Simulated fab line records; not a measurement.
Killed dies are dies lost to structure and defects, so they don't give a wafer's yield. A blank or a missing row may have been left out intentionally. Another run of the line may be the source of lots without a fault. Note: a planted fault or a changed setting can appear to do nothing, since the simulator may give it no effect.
fab line records | flow nand_harc
record lots=7 | wafers=21 | last_day=25
route steps=1159 shown A_CHANNEL_HOLE_D1@480 A_CHANNEL_FILL_D1@490
lots that met no fault: taken from a fault-free run of the same line
start_h: start of the lot's first displayed wafer, in hours after the record's first day | wait_h: hours elapsed since this lot's preceding step | " identical to the entry in the row above | L1.1+2: a row that stands for several wafers | - value missing, or start not given | * or withheld: withheld | < > ~ a bound
route shown NAME@n: names a module that has steps shown in the file, with the first one's number in the route | usual: mean/standard deviation taken from wafers without a fault | same: alike in all rows | chamber/n: place in a boat | sites: each site's reading | _std_site: standard deviation across them | _edge_site: outer sites' mean less inner sites' | radius_mm: how far each site lies from the wafer's centre | mask NAME#n: copy n | behind: the most recent tool/chamber to have shaped the wafer | hold: why the lot went on hold/how many hours it stayed there/how the hold came to an end | device: names the non-switching transistor (n, p or np) | end of line: the route-end tests of the same wafers | where a step has no rows: the recipe by itself | killed: dies that structure and defects cost at the first sort, which is not the same as the wafer's yield | map: a wafer's dies, x killed, . not, _ none there
set.NAME: the setting the step ran with; set.NAME@STEP: the setting that earlier step ran with | model.NAME: the simulator's own value behind a step, which no gauge read
lots seen at some steps along the route; tables by step, rows by wafer
services: from which hour (start_h, from the record's first day; less than 0 if before it) a tool's chamber was out of use, for how many hours, and why
## steps
# step NHARC_A_CHANNEL_HOLE_D1_STRIP_41
# recipe n2_flow_sccm=150 | h2_flow_sccm=150 | ar_flow_sccm=0 | bias_w=0 | chemistry=N2/H2
# step NHARC_A_CHANNEL_HOLE_D1_STRIP_42
# recipe cf4_flow_sccm=100 | chf3_flow_sccm=30 | ar_flow_sccm=0 | bias_w=0 | chemistry=CF4/CHF3
# step NHARC_A_CHANNEL_HOLE_D1_STRIP_43
# recipe o2_flow_sccm=400 | cos_flow_sccm=20 | ar_flow_sccm=0 | bias_w=0 | chemistry=O2/COS
# step NHARC_A_CHANNEL_HOLE_D1_ETCH_44
# recipe target_depth_a=1400 | overetch_a=140 | time_s=77 | ion_energy_ev=100 | cf4_flow_sccm=80 | o2_flow_sccm=20 | ar_flow_sccm=0 | rf_w=300 | bias_w=100 | chemistry=CF4/O2
# usual chamber_pressure_mTorr=29.996/0.027 | drypump_motor_current_A=5.39/0.28 | oes_o_777_au=1.000/0.0046 | oes_product_au=1.000/0.0085 | rf_vpp_V=197.6/1.5 | showerhead_plenum_p_Torr=1.32/0.056 | throttle_valve_pct=13.397/0.0094
lot.wafer | tool        | chamber | start_h | wait_h | chamber_pressure_mTorr | drypump_motor_current_A | oes_o_777_au | oes_product_au | rf_hours_counter_h | rf_vpp_V | showerhead_plenum_p_Torr | throttle_valve_pct
L304.4    | rie_diel-03 | 3       | 212.00  | 0.1    | 30.026                 | 5.46                    | 1.001        | 0.992          | 11                 | 198.9    | 1.38                     | 13.396
L304.5    | "           | 0       | "       | "      | 29.986                 | 5.01                    | 1.002        | 1.002          | -                  | 198.2    | 1.31                     | 13.393
L304.6    | "           | 1       | "       | "      | 30.035                 | 5.72                    | 0.999        | 1.000          | -                  | 195.6    | 1.25                     | 13.387
L307.3    | rie_diel-07 | 3       | 220.91  | 0.0    | 29.968                 | 4.90                    | 0.998        | 1.002          | 13                 | 198.1    | 1.39                     | 13.394
L307.2    | "           | 1       | "       | "      | 29.980                 | 5.58                    | 1.003        | 0.989          | 11                 | 198.7    | 1.40                     | 13.398
L307.6    | "           | 0       | "       | "      | 29.997                 | 5.47                    | 1.018        | 0.996          | -                  | 196.8    | 1.30                     | 13.396
L319.3    | rie_diel-03 | 2       | 289.83  | 0.1    | 29.975                 | 5.33                    | 0.993        | 1.012          | 4                  | 196.2    | 1.24                     | 13.401
L319.4    | "           | 3       | "       | "      | 30.022                 | 5.45                    | 0.999        | 0.997          | 4                  | 199.7    | 1.38                     | 13.390
L319.5    | "           | 2       | "       | "      | 30.044                 | 5.34                    | 0.999        | 0.994          | -                  | 197.3    | 1.24                     | 13.389
L318.4    | rie_diel-07 | 1       | 290.19  | 0.1    | 29.970                 | 5.61                    | 0.995        | 0.998          | 5                  | 200.5    | 1.40                     | 13.386
L318.2    | "           | 2       | "       | "      | 29.999                 | 5.34                    | 0.998        | 0.994          | 5                  | 197.8    | 1.33                     | 13.394
L318.5    | "           | 2       | "       | "      | 30.046                 | 5.35                    | 1.001        | 0.995          | -                  | 197.5    | 1.33                     | 13.396
L320.2    | rie_diel-07 | 2       | 299.93  | 0.1    | 29.992                 | 5.35                    | 1.002        | 1.012          | 6                  | 197.6    | 1.33                     | 13.400
L320.3    | "           | 3       | "       | "      | 29.961                 | 4.91                    | 0.995        | 1.002          | 5                  | 198.9    | 1.39                     | 13.388
L320.6    | "           | 1       | "       | "      | 30.050                 | 5.58                    | 1.004        | 0.998          | -                  | 198.8    | 1.40                     | 13.398
L322.1    | rie_diel-03 | 3       | 309.42  | 0.1    | 29.980                 | 5.46                    | 1.004        | 0.993          | 6                  | 197.8    | 1.38                     | 13.413
L322.5    | "           | 3       | "       | "      | 30.006                 | 5.44                    | 1.003        | 0.983          | -                  | 197.5    | 1.38                     | 13.385
L322.6    | "           | 0       | "       | "      | 29.989                 | 5.02                    | 1.003        | 1.001          | -                  | 196.8    | 1.31                     | 13.404
L323.3    | rie_diel-03 | 0       | 319.26  | 0.1    | 30.014                 | 5.01                    | 0.992        | 1.001          | 6                  | 198.3    | 1.31                     | 13.402
L323.6    | "           | 3       | "       | "      | 29.980                 | 5.47                    | 1.007        | 0.989          | -                  | 198.6    | 1.38                     | 13.385
L323.5    | "           | 0       | "       | "      | 29.987                 | 5.00                    | 1.005        | 1.012          | -                  | 196.9    | 1.31                     | 13.398
# step NHARC_A_CHANNEL_HOLE_D1_STRIP_27
# recipe o2_flow_sccm=500 | ar_flow_sccm=0 | bias_w=0 | chemistry=O2
# usual chamber_pressure_mTorr=60.00/0.059 | drypump_motor_current_A=5.37/0.29 | oes_product_au=0.999/0.0078 | rf_vpp_V=57.7/0.86 | showerhead_plenum_p_Torr=3.51/0.14 | throttle_valve_pct=17.037/0.0089
lot.wafer | tool        | chamber | start_h | wait_h | chamber_pressure_mTorr | drypump_motor_current_A | oes_product_au | rf_hours_counter_h | rf_vpp_V | showerhead_plenum_p_Torr | throttle_valve_pct
L304.4    | rie_diel-03 | 0       | -       | -      | 59.94                  | 5.02                    | 1.003          | 9                  | 57.4     | 3.47                     | 17.035
L304.5    | "           | 1       | "       | "      | 60.06                  | 5.74                    | 0.993          | -                  | 56.4     | 3.30                     | 17.024
L304.6    | "           | 2       | "       | "      | 59.95                  | 5.36                    | 0.992          | -                  | 57.2     | 3.30                     | 17.055
L307.3    | rie_diel-07 | 1       | -       | -      | 60.03                  | 5.61                    | 1.002          | 11                 | 57.9     | 3.70                     | 17.029
L307.2    | "           | 3       | "       | "      | 60.00                  | 4.94                    | 1.000          | 13                 | 58.5     | 3.68                     | 17.045
L307.6    | "           | 1       | "       | "      | 60.11                  | 5.65                    | 1.014          | -                  | 57.0     | 3.70                     | 17.058
L319.3    | rie_diel-03 | 0       | -       | -      | 60.01                  | 5.02                    | 0.999          | 5                  | 58.2     | 3.47                     | 17.033
L319.4    | "           | 2       | "       | "      | 60.04                  | 5.34                    | 1.011          | 4                  | 57.7     | 3.30                     | 17.050
L319.5    | "           | 0       | "       | "      | 60.00                  | 5.02                    | 0.990          | -                  | 57.1     | 3.47                     | 17.023
L318.4    | rie_diel-07 | 3       | -       | -      | 60.08                  | 4.93                    | 1.000          | 5                  | 58.3     | 3.67                     | 17.031
L318.2    | "           | 1       | "       | "      | 59.98                  | 5.60                    | 0.998          | 5                  | 59.1     | 3.69                     | 17.023
L318.5    | "           | 0       | "       | "      | 59.97                  | 5.50                    | 1.012          | -                  | 56.9     | 3.44                     | 17.041
L320.3    | rie_diel-07 | 0       | -       | -      | 59.95                  | 5.51                    | 1.004          | 5                  | 57.0     | 3.44                     | 17.029
L320.2    | "           | 1       | "       | "      | 60.04                  | 5.61                    | 0.997          | 6                  | 58.1     | 3.69                     | 17.033
L320.6    | "           | 3       | "       | "      | 60.05                  | 4.90                    | 0.996          | -                  | 57.7     | 3.67                     | 17.040
L322.1    | rie_diel-03 | 0       | 309.67  | 0.2    | 59.97                  | 5.02                    | 0.993          | 5                  | 57.6     | 3.47                     | 17.042
L322.6    | "           | 3       | "       | "      | 60.05                  | 5.43                    | 0.998          | -                  | 57.1     | 3.65                     | 17.040
L322.5    | "           | 0       | "       | "      | 59.99                  | 5.02                    | 1.003          | -                  | 59.1     | 3.47                     | 17.037
L323.3    | rie_diel-03 | 3       | -       | -      | 59.95                  | 5.49                    | 0.985          | 7                  | 56.4     | 3.64                     | 17.031
L323.5    | "           | 0       | "       | "      | 59.98                  | 5.02                    | 0.999          | -                  | 58.4     | 3.47                     | 17.015
L323.6    | "           | 3       | "       | "      | 59.99                  | 5.47                    | 0.985          | -                  | 57.4     | 3.64                     | 17.037
# step NHARC_A_CHANNEL_HOLE_D1_PRECLEAN_28
# recipe time_s=* | temp_c=50 | bath_age_min=0 | chemistry=SC1
# step NHARC_A_CHANNEL_HOLE_D1_SRD_29
# step NHARC_A_CHANNEL_HOLE_D1_CD_MEAS_30
# usual cd_nm=90.0/0.77
lot.wafer | tool      | chamber | start_h | wait_h | cd_nm
L304.4    | cd_sem-03 | -       | 212.78  | -      | 90.7
L304.5    | "         | -       | "       | "      | 90.8
L304.6    | "         | -       | "       | "      | 90.2
L307.2    | cd_sem-01 | -       | 221.71  | -      | 90.7
L307.3    | "         | -       | "       | "      | 90.4
L307.6    | "         | -       | "       | "      | 90.2
L319.3    | cd_sem-02 | -       | 290.63  | -      | 90.1
L319.4    | "         | -       | "       | "      | 90.2
L319.5    | "         | -       | "       | "      | 88.6
L318.2    | cd_sem-02 | -       | 290.99  | -      | 90.7
L318.4    | "         | -       | "       | "      | 89.5
L318.5    | "         | -       | "       | "      | 91.2
L320.2    | cd_sem-01 | -       | 300.72  | -      | 89.8
L320.3    | "         | -       | "       | "      | 88.3
L320.6    | "         | -       | "       | "      | 89.3
L322.1    | cd_sem-02 | -       | 310.60  | -      | 89.6
L322.5    | "         | -       | "       | "      | 90.7
L322.6    | "         | -       | "       | "      | 88.9
L323.3    | cd_sem-02 | -       | 320.18  | -      | 90.2
L323.5    | "         | -       | "       | "      | 89.1
L323.6    | "         | -       | "       | "      | 90.7
# step NHARC_A_CHANNEL_HOLE_D1_XSEM_31
# recipe landing_energy_ev=35000
# usual bot_cd_nm=74.6/0.95 | bow_nm=8.61/0.23 | tilt_deg=0.08/0.04
lot.wafer | tool    | chamber | start_h | wait_h | bot_cd_nm | bow_nm | tilt_deg
L304.4    | xsem-01 | 0       | 212.87  | 0.1    | 74.8      | 8.60   | 0.06
L304.5    | "       | 0       | "       | "      | 74.2      | 8.53   | 0.06
L304.6    | "       | 0       | "       | "      | 74.0      | 8.62   | 0.06
L307.2    | xsem-02 | 0       | 221.80  | 0.1    | 75.7      | 8.85   | 0.06
L307.3    | "       | 0       | "       | "      | 74.4      | 8.89   | 0.06
L307.6    | "       | 0       | "       | "      | 75.4      | 8.90   | 0.06
L319.3    | xsem-01 | 0       | 290.72  | 0.1    | 73.9      | 8.82   | 0.09
L319.4    | "       | 0       | "       | "      | 74.2      | 8.87   | 0.09
L319.5    | "       | 0       | "       | "      | 72.8      | 8.80   | 0.09
L318.2    | xsem-02 | 0       | 291.08  | 0.1    | 75.7      | 8.26   | 0.05
L318.4    | "       | 0       | "       | "      | 75.0      | 8.32   | 0.05
L318.5    | "       | 0       | "       | "      | 76.5      | 8.15   | 0.05
L320.2    | xsem-02 | 0       | 300.82  | 0.1    | 73.8      | 8.73   | 0.12
L320.3    | "       | 0       | "       | "      | 73.8      | 8.68   | 0.12
L320.6    | "       | 0       | "       | "      | 74.2      | 8.68   | 0.12
L322.1    | xsem-01 | 0       | 310.68  | 0.1    | 73.9      | 8.64   | 0.04
L322.5    | "       | 0       | "       | "      | 75.3      | 8.61   | 0.04
L322.6    | "       | 0       | "       | "      | 73.1      | 8.60   | 0.04
L323.3    | xsem-02 | 0       | 320.27  | 0.1    | 74.1      | 8.72   | 0.05
L323.5    | "       | 0       | "       | "      | 73.2      | 8.52   | 0.05
L323.6    | "       | 0       | "       | "      | 75.2      | 8.64   | 0.05
# step NHARC_A_CHANNEL_HOLE_D1_INSPECT_40
# usual raw_defect_count=62/17
lot.wafer | tool              | chamber | start_h | wait_h | raw_defect_count
L304.4    | defect_inspect-01 | -       | 212.96  | -      | 38
L304.5    | "                 | -       | "       | "      | 39
L304.6    | "                 | -       | "       | "      | 43
L307.2    | defect_inspect-02 | -       | 221.90  | -      | 53
L307.3    | "                 | -       | "       | "      | 40
L307.6    | "                 | -       | "       | "      | 36
L319.3    | defect_inspect-01 | -       | 290.81  | -      | 71
L319.4    | "                 | -       | "       | "      | 61
L319.5    | "                 | -       | "       | "      | 72
L318.2    | defect_inspect-02 | -       | 291.18  | -      | 83
L318.4    | "                 | -       | "       | "      | 59
L318.5    | "                 | -       | "       | "      | 68
L320.2    | defect_inspect-02 | -       | 300.91  | -      | 56
L320.3    | "                 | -       | "       | "      | 55
L320.6    | "                 | -       | "       | "      | 78
L322.1    | defect_inspect-01 | -       | 310.78  | -      | 75
L322.5    | "                 | -       | "       | "      | 89
L322.6    | "                 | -       | "       | "      | 71
L323.3    | defect_inspect-01 | -       | 320.36  | -      | 77
L323.5    | "                 | -       | "       | "      | 76
L323.6    | "                 | -       | "       | "      | 100
# step NHARC_A_CHANNEL_FILL_D1_PRECLEAN_00
# recipe time_s=* | temp_c=50 | bath_age_min=0 | chemistry=SC1
# step NHARC_A_CHANNEL_FILL_D1_SRD_01
# step NHARC_A_CHANNEL_FILL_D1_ALD_02
# recipe target_thk_a=60 | pulse_time_s=10 | ald_cycles=60 | temp_c=300 | material=SiO2
# usual ald_cycles=60/0 | heater_power_outer_w=264/23 | heater_power_w=473/46 | precursor_pulse_height_rel=1.002/0.021
lot.wafer | tool      | chamber | start_h | wait_h | ald_cycles | heater_power_outer_w | heater_power_w | precursor_pulse_height_rel
L304.4    | ald_hk-02 | 0       | 213.23  | -      | 60         | 236                  | 405            | 1.021
L304.6    | "         | 3       | "       | "      | 60         | 231                  | 421            | 1.000
L304.5    | "         | 0       | "       | "      | 60         | 228                  | 404            | 0.965
L307.2    | ald_hk-01 | 2       | 225.83  | -      | 60         | 254                  | 451            | 0.962
L307.3    | "         | 0       | "       | "      | 60         | 261                  | 474            | 0.995
L307.6    | "         | 1       | "       | "      | 60         | 270                  | 507            | 0.988
L319.3    | ald_hk-01 | 0       | 291.01  | -      | -          | -                    | -              | -
L319.4    | "         | 1       | "       | "      | -          | -                    | -              | -
L319.5    | "         | 0       | "       | "      | -          | -                    | -              | -
L318.2    | ald_hk-04 | 2       | 291.52  | -      | -          | -                    | -              | -
L318.4    | "         | 3       | "       | "      | -          | -                    | -              | -
L318.5    | "         | 1       | "       | "      | -          | -                    | -              | -
L320.2    | ald_hk-02 | 0       | 301.96  | -      | -          | -                    | -              | -
L320.3    | "         | 1       | "       | "      | -          | -                    | -              | -
L320.6    | "         | 3       | "       | "      | -          | -                    | -              | -
L322.1    | ald_hk-01 | 3       | 311.20  | -      | 60         | 262                  | 423            | 0.957
L322.5    | "         | 0       | "       | "      | 60         | 266                  | 486            | 0.989
L322.6    | "         | 1       | "       | "      | 60         | 267                  | 496            | 1.012
L323.3    | ald_hk-01 | 3       | 320.78  | -      | 60         | 258                  | 435            | 1.028
L323.6    | "         | 0       | "       | "      | 60         | 266                  | 503            | 0.968
L323.5    | "         | 1       | "       | "      | 60         | 264                  | 497            | 0.997
# step NHARC_A_CHANNEL_FILL_D1_ALD_03
# recipe target_thk_a=60 | pulse_time_s=60 | ald_cycles=58 | temp_c=630 | pressure_torr=2 | material=SiNx
# usual chamber_pressure_Torr=2.000/0.0042 | precursor_pulse_height_rel=1.002/0.019
# same ald_cycles=58
lot.wafer | tool             | chamber | start_h | wait_h | chamber_pressure_Torr | precursor_pulse_height_rel
L304.4    | ald_sin_batch-01 | 0       | -       | -      | 1.991                 | 1.022
L304.5    | "                | 0       | "       | "      | 1.996                 | 1.016
L304.6    | "                | 0       | "       | "      | 1.998                 | 0.982
L307.2    | ald_sin_batch-01 | 0       | -       | -      | 2.000                 | 1.006
L307.3    | "                | 0       | "       | "      | 2.001                 | 1.018
L307.6    | "                | 0       | "       | "      | 2.001                 | 0.998
L318.2    | ald_sin_batch-01 | 0       | -       | -      | 2.007                 | 0.992
L318.4    | "                | 0       | "       | "      | 2.000                 | 1.026
L318.5    | "                | 0       | "       | "      | 2.002                 | 1.037
L319.3    | ald_sin_batch-01 | 0       | -       | -      | 1.999                 | 1.032
L319.4    | "                | 0       | "       | "      | 1.996                 | 0.984
L319.5    | "                | 0       | "       | "      | 1.996                 | 1.008
L320.2    | ald_sin_batch-01 | 0       | -       | -      | 2.000                 | 0.978
L320.3    | "                | 0       | "       | "      | 1.997                 | 0.981
L320.6    | "                | 0       | "       | "      | 2.001                 | 1.010
L322.1    | ald_sin_batch-01 | 0       | -       | -      | 2.007                 | 0.961
L322.5    | "                | 0       | "       | "      | 2.007                 | 0.977
L322.6    | "                | 0       | "       | "      | 2.007                 | 0.999
L323.3    | ald_sin_batch-01 | 0       | -       | -      | 2.001                 | 0.992
L323.5    | "                | 0       | "       | "      | 2.002                 | 0.985
L323.6    | "                | 0       | "       | "      | 2.004                 | 0.999
## services
tool        | chamber | start_h | hours | kind
rie_diel-03 | 0       | 194.30  | -     | clean
rie_diel-03 | 1       | 194.30  | -     | clean
rie_diel-03 | 2       | 194.30  | -     | clean
rie_diel-03 | 3       | 194.30  | -     | clean
rie_diel-07 | 3       | 195.03  | 1.2   | repair
rie_diel-03 | -       | 215.30  | 9.0   | pm
rie_diel-03 | 0       | 215.30  | 9.0   | vent_cycle
rie_diel-03 | 1       | 215.30  | 9.0   | vent_cycle
rie_diel-03 | 2       | 215.30  | 9.0   | vent_cycle
rie_diel-03 | 3       | 215.30  | 9.0   | vent_cycle
rie_diel-03 | 0       | 224.30  | -     | clean
rie_diel-03 | 1       | 224.30  | -     | clean
rie_diel-03 | 2       | 224.30  | -     | clean
rie_diel-03 | 3       | 224.30  | -     | clean
rie_diel-07 | -       | 228.46  | 9.0   | pm
ald_hk-01   | -       | 232.37  | 10.0  | pm
rie_diel-03 | 0       | 248.80  | -     | clean
rie_diel-03 | 1       | 248.80  | -     | clean
ald_hk-02   | -       | 281.35  | 10.0  | pm
ald_hk-01   | -       | 296.17  | 1.6   | repair
rie_diel-03 | 2       | 301.21  | 11.3  | repair
xsem-02     | -       | 302.00  | 14.0  | pm
rie_diel-03 | 1       | 305.65  | 7.5   | repair
rie_diel-03 | 1       | 316.18  | 5.5   | repair
## key
first_sign step=NHARC_A_CHANNEL_FILL_D1_ALD_02 | reading=tool_record | direction=missing
effect none on later readings
met_at NHARC_A_CHANNEL_FILL_D1_ALD_02
struck_wafers L318.2,L318.4,L318.5,L319.3,L319.4,L319.5,L320.2,L320.3,L320.6
later_rows_left_out L318.2,L318.4,L318.5,L319.3,L319.4,L319.5,L320.2,L320.3,L320.6
sort_left_out L318.2,L318.4,L318.5,L319.3,L319.4,L319.5,L320.2,L320.3,L320.6
tester_left_out L318,L319,L320
onset_between 225.83 291.01
fault kind=skipped_step_whole | tool=ald_hk-01,ald_hk-02,ald_hk-04 | chamber=- | onset_h=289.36 | steps=NHARC_A_CHANNEL_FILL_D1_ALD_02 | scope=struck_lots_only
# tester_left_out: of these lots the tester's yield and bins aren't shown, on N5 and GAA mostly nor the transistor test; their killed dies are dies lost to structure and defects alone, not to doping, threshold or leakage, so they don't give the yield
# sort_left_out: the simulated sort isn't trusted on such a fault, so these wafers' sort isn't shown, and their yield isn't known
# later_rows_left_out: the simulator's readings of these wafers behind a module that went badly wrong aren't trusted and aren't shown, but for the sort
